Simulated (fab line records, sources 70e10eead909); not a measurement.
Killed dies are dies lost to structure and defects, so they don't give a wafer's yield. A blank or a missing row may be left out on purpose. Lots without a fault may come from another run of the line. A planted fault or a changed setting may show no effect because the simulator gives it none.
Which tool did it? | flow nand_harc | 11 lots, 33 wafers sampled, at 6 steps of a route of 1302

WHAT THE GAUGES READ, wafer by wafer
NHARC_P_M1_CD_MEAS_09: target cd 130 nm. Usual: cd_nm 130.0 nm, standard deviation 0.53.
lot  | measured     | on        | cd_nm (nm)        | flag
L616 | day 6 06:54  | cd_sem-03 | 129.9 130.0 130.1 |
L619 | day 7 14:29  | cd_sem-03 | 129.9 130.2 129.6 |
L626 | day 10 17:57 | cd_sem-03 | 145.6 146.1 145.7 | OFF
L627 | day 10 18:56 | cd_sem-02 | 129.9 130.0 129.2 |
L628 | day 11 09:52 | cd_sem-01 | 143.2 143.9 143.3 | OFF
L631 | day 12 10:49 | cd_sem-02 | 130.1 130.1 130.3 |
L634 | day 13 17:25 | cd_sem-02 | 129.7 129.7 130.4 |
L635 | day 14 00:42 | cd_sem-01 | 129.1 129.2 128.9 |
L637 | day 15 09:08 | cd_sem-03 | 130.1 129.5 129.6 |
L638 | day 15 13:43 | cd_sem-01 | 130.8 130.3 131.0 |
L639 | day 15 20:07 | cd_sem-01 | 130.8 129.9 130.8 |

NHARC_END_SORT_01. Usual: defect_limited_yield 92 %, standard deviation 3; killed_at_array 52, standard deviation 20; killed_at_other 1.0, standard deviation 1.3; killed_at_periphery 3.7, standard deviation 2.2; killed_dies 57, standard deviation 20; killed_open 3.2, standard deviation 1.6; killed_short 2.4, standard deviation 1.6; sort_bin_2_pct 2.9 %, standard deviation 1.4; sort_bin_3_pct 0.6 %, standard deviation 0.41; sort_bin_4_pct 4.8 %, standard deviation 1.5; sort_n_pass 620, standard deviation 20; sort_rim_yield_pct 93 %, standard deviation 3.5; sort_yield_pct 92 %, standard deviation 3.
lot  | measured     | on        | defect_limited_yield (%) | killed_at_array | killed_at_other | killed_at_periphery | killed_dies | killed_open | killed_short | sort_bin_2_pct (%) | sort_bin_3_pct (%) | sort_bin_4_pct (%) | sort_n_pass | sort_rim_yield_pct (%) | sort_yield_pct (%) | flag
L627 | day 28 08:13 | prober-02 | 93 95                    | 41 27           | 2 5             | 3 4                 | 46 36       | 2 3         | 4 1          | 2.2 1.5            | 0.4 0.3            | 4.1 3.5            | 631 641     | 91 93                  | 93 95              |
L628 | day 29 10:06 | prober-02 | 95 96 95                 | 31 28 29        | 1 0 1           | 5 2 3               | 37 30 33    | 3 9 5       | 2 0 0        | 1.3 1.3 1.2        | 0.4 0.3 0.3        | 3.7 2.8 3.4        | 640 647 644 | 97 92 94               | 95 96 95           |

WHICH TOOL RAN EACH LOT (tool, then ch and the chambers of the sampled wafers, then the start)
lot  | NHARC_P_M0_PVD_20                       | NHARC_P_M1_EXPOSE_06               | NHARC_P_M1_ETCH_28                            | NHARC_P_M1_DEGAS_29
L616 | pvd_sputter-02, day 6 06:46 or earlier  | arfi_scanner-02 ch 0, day 6 06:46  | rie_diel-10 ch 1,2, day 6 08:07 or earlier    | pvd_sputter-03, day 6 08:07
L619 | pvd_sputter-03, day 7 14:22 or earlier  | arfi_scanner-03 ch 0, day 7 14:22  | rie_diel-08 ch 0,1, day 7 15:44 or earlier    | pvd_sputter-02, day 7 15:44
L626 | pvd_sputter-03, day 10 17:49 or earlier | arfi_scanner-03 ch 0, day 10 17:49 | rie_diel-08 ch 0,1,2, day 10 19:12 or earlier | pvd_sputter-03, day 10 19:12
L627 | pvd_sputter-02, day 10 18:48 or earlier | arfi_scanner-01 ch 0, day 10 18:48 | rie_diel-10 ch 1,2, day 10 20:08 or earlier   | pvd_sputter-02, day 10 20:08
L628 | pvd_sputter-02, day 11 09:43 or earlier | arfi_scanner-03 ch 0, day 11 09:43 | rie_diel-08 ch 1,2,3, day 11 11:06 or earlier | pvd_sputter-01, day 11 11:06
L631 | pvd_sputter-03, day 12 10:41 or earlier | arfi_scanner-01 ch 0, day 12 10:41 | rie_diel-08 ch 0,2,3, day 12 12:01 or earlier | pvd_sputter-03, day 12 12:01
L634 | pvd_sputter-02, day 13 17:17 or earlier | arfi_scanner-01 ch 0, day 13 17:17 | rie_diel-10 ch 0,2, day 13 18:38 or earlier   | pvd_sputter-01, day 13 18:38
L635 | pvd_sputter-03, day 14 00:34 or earlier | arfi_scanner-01 ch 0, day 14 00:34 | rie_diel-12 ch 1,2,3, day 14 01:56 or earlier | pvd_sputter-03, day 14 01:56
L637 | pvd_sputter-01, day 15 09:00 or earlier | arfi_scanner-02 ch 0, day 15 09:00 | rie_diel-10 ch 0,1, day 15 10:20 or earlier   | pvd_sputter-01, day 15 10:20
L638 | pvd_sputter-01, day 15 13:35 or earlier | arfi_scanner-02 ch 0, day 15 13:35 | rie_diel-10 ch 0,2, day 15 14:55 or earlier   | pvd_sputter-01, day 15 14:55
L639 | pvd_sputter-02, day 15 19:59 or earlier | arfi_scanner-02 ch 0, day 15 19:59 | rie_diel-08 ch 0,1,2, day 15 21:19 or earlier | pvd_sputter-01, day 15 21:19
- NHARC_P_M0_PVD_20: deposits TaN, target thk 5 nm, time 8.06 s.
- NHARC_P_M1_EXPOSE_06: exposes mask P M1, target cd 130 nm.
- NHARC_P_M1_ETCH_28: etches the open film in CF4/N2, target depth 30 nm, time 72.99 s.
- NHARC_P_M1_DEGAS_29: time 60 s.

WHAT THE TOOLS THEMSELVES READ (means of the sampled wafers that have a number; where no wafer has one, the mark that the record gives instead)
NHARC_P_M0_PVD_20. Usual: throttle_valve_pct 29.8 %, standard deviation 0.92.
lot  | tool           | throttle_valve_pct (%) | flag
L616 | pvd_sputter-02 | 29.4                   |
L619 | pvd_sputter-03 | 29.2                   |
L626 | pvd_sputter-03 | 29.8                   |
L627 | pvd_sputter-02 | 30.3                   |
L628 | pvd_sputter-02 | 29.4                   |
L631 | pvd_sputter-03 | 29.8                   |
L634 | pvd_sputter-02 | 29.4                   |
L635 | pvd_sputter-03 | 30.3                   |
L637 | pvd_sputter-01 | 29.8                   |
L638 | pvd_sputter-01 | 29.7                   |
L639 | pvd_sputter-02 | 29.8                   |

NHARC_P_M1_EXPOSE_06. Usual: exposure_dose_mJ_cm2 82.5, standard deviation 0.81.
lot  | tool            | exposure_dose_mJ_cm2 | flag
L616 | arfi_scanner-02 | 83.5                 |
L619 | arfi_scanner-03 | 81.8                 |
L626 | arfi_scanner-03 | 106.6                | OFF
L627 | arfi_scanner-01 | 81.8                 |
L628 | arfi_scanner-03 | 101.7                | OFF
L631 | arfi_scanner-01 | 81.7                 |
L634 | arfi_scanner-01 | 81.8                 |
L635 | arfi_scanner-01 | 81.9                 |
L637 | arfi_scanner-02 | 83.3                 |
L638 | arfi_scanner-02 | 83.4                 |
L639 | arfi_scanner-02 | 83.3                 |

NHARC_P_M1_ETCH_28. Usual: drypump_motor_current_A 5.6 A, standard deviation 0.36; oes_product_au 1.002 a.u., standard deviation 0.0072; rf_vpp_V 313.6 V, standard deviation 2.2; showerhead_plenum_p_Torr 2.59 Torr, standard deviation 0.12; throttle_valve_pct 19.795 %, standard deviation 0.0089.
lot  | tool        | drypump_motor_current_A (A) | oes_product_au (a.u.) | rf_vpp_V (V) | showerhead_plenum_p_Torr (Torr) | throttle_valve_pct (%) | flag
L616 | rie_diel-10 | 5.2                         | 0.998                 | 314.5        | 2.64                            | 19.793                 |
L619 | rie_diel-08 | 5.9                         | 1.000                 | 314.9        | 2.63                            | 19.805                 |
L626 | rie_diel-08 | 5.9                         | 0.997                 | 313.7        | 2.61                            | 19.788                 |
L627 | rie_diel-10 | 5.3                         | 1.001                 | 313.0        | 2.55                            | 19.798                 |
L628 | rie_diel-08 | 5.7                         | 1.002                 | 313.5        | 2.58                            | 19.800                 |
L631 | rie_diel-08 | 5.7                         | 1.013                 | 312.1        | 2.51                            | 19.784                 |
L634 | rie_diel-10 | 5.4                         | 1.011                 | 317.0        | 2.76                            | 19.790                 |
L635 | rie_diel-12 | 5.6                         | 0.995                 | 313.1        | 2.55                            | 19.794                 |
L637 | rie_diel-10 | 5.4                         | 1.011                 | 315.6        | 2.68                            | 19.791                 |
L638 | rie_diel-10 | 5.4                         | 1.005                 | 316.9        | 2.76                            | 19.799                 |
L639 | rie_diel-08 | 5.9                         | 1.004                 | 314.1        | 2.60                            | 19.794                 |

NHARC_P_M1_DEGAS_29. Usual: heater_power_w 341 W, standard deviation 27.
lot  | tool           | heater_power_w (W) | flag
L616 | pvd_sputter-03 | 334                |
L619 | pvd_sputter-02 | 329                |
L626 | pvd_sputter-03 | 325                |
L627 | pvd_sputter-02 | 314                |
L628 | pvd_sputter-01 | 346                |
L631 | pvd_sputter-03 | 345                |
L634 | pvd_sputter-01 | 366                |
L635 | pvd_sputter-03 | 330                |
L637 | pvd_sputter-01 | 375                |
L638 | pvd_sputter-01 | 365                |
L639 | pvd_sputter-01 | 326                |

THE ANSWER, worked out from the rows above alone
Rule: a lot is off if the mean of its wafers that have a number lies more than 3 standard deviations from the usual mean. A lot without any number at a reading at which 4 lots or more have one is off too. The other lots that the step has rows for count as sound. The gauges are gone through in route order, then the tools' own readings, and for those a lot's mean is taken as printed above. The first step at which some lot is off is used, and at that step the reading that is off furthest; a lot without a number counts as furthest.
Off: L626, L628, at NHARC_P_M1_CD_MEAS_09 (cd_nm).
A tool fits if, at a process step before that reading, it ran every lot that is off, and no sound lot after the first of them. The gauges at NHARC_P_M1_CD_MEAS_09 aren't tried: what is off there is off at NHARC_P_M1_EXPOSE_06 too, on other tools, and a gauge's error can't cause that. NHARC_P_M0_PVD_20 gives no start for some lots, so the hours and the order of its lots are those of NHARC_P_M1_EXPOSE_06. One fits: arfi_scanner-03 at NHARC_P_M1_EXPOSE_06. Its last sound lot is L619 (day 7 14:22), its first lot that is off L626 (day 10 17:49): a fault that began between those two fits.
The tool's own readings at NHARC_P_M1_EXPOSE_06 bear it out: on the lots that are off they differ by more than 5 times the standard deviation of the sound lots' means. exposure_dose_mJ_cm2 reads 104.2 there against 82.5 on the sound lots.

WHAT THE SIMULATOR HAD PUT IN
Process parameter drift: arfi_scanner-03, from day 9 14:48 on, at NHARC_P_M1_EXPOSE_06. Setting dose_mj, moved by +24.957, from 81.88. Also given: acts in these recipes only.
Lots struck among those shown: L626, L628. The rule above found the same.
